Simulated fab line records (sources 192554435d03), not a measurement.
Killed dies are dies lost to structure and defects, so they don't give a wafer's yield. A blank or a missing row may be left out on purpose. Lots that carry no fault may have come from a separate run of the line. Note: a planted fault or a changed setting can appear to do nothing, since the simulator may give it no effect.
Matching of chambers + flow n5-finfet + cmp-02 running N5_ILD0_CMP_12: 4 sister chambers
The step polishes SiNx, stops on poly-Si, t overpolish 6 s, target thk 17.67 nm. 4 wafers are shown with their chamber, then 10 later ones without.

WAFERS, EACH WITH ITS CHAMBER
| wafer  | chamber | motor-current-A (A) |
|--------|---------|---------------------|
| L081.4 | 2       | 8.5                 |
| L082.6 | 1       | 9.8                 |
| L084.3 | 0       | 7.5                 |
| L084.4 | 3       | 8.1                 |

WAFERS WITH NO CHAMBER GIVEN
| wafer  | motor-current-A (A) |
|--------|---------------------|
| L084.6 | 8.1                 |
| L086.1 | 8.2                 |
| L086.4 | 9.4                 |
| L086.5 | 7.7                 |
| L094.3 | 9.1                 |
| L094.5 | 8.0                 |
| L094.6 | 8.4                 |
| L097.1 | 8.0                 |
| L097.3 | 8.0                 |
| L097.4 | 9.6                 |

WHICH CHAMBER EACH WENT THROUGH
| wafer  | from the rows above          | in truth |
|--------|------------------------------|----------|
| L084.6 | can't be placed: 3 or 2      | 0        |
| L086.1 | can't be placed: 3 or 2      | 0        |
| L086.4 | can't be placed: 1 or 2      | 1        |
| L086.5 | can't be placed: 0 or 3      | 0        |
| L094.3 | can't be placed: 2 or 1 or 3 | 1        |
| L094.5 | can't be placed: 3 or 0 or 2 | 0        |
| L094.6 | can't be placed: 2 or 3      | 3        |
| L097.1 | can't be placed: 3 or 0 or 2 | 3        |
| L097.3 | can't be placed: 3 or 0 or 2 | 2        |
| L097.4 | 1                            | 1        |
Correct placement for 1 of the 10. Can't be placed from these rows: 9 (the true chamber is among the candidates in 7). Wrongly placed: 0.
How it was worked out, from the rows above alone: a wafer's distance from a chamber is the root of the sum, over the readings, of the square of ((its reading less the chamber's mean) divided by the reading's scatter). The wafer belongs to the nearest chamber; if the next one is less than 2 further off, it can't be placed. The mean given for a chamber averages the wafers shown for that chamber. The scatter: root of mean squared gap, hidden wafer to nearest shown wafer, with one shown wafer a chamber.
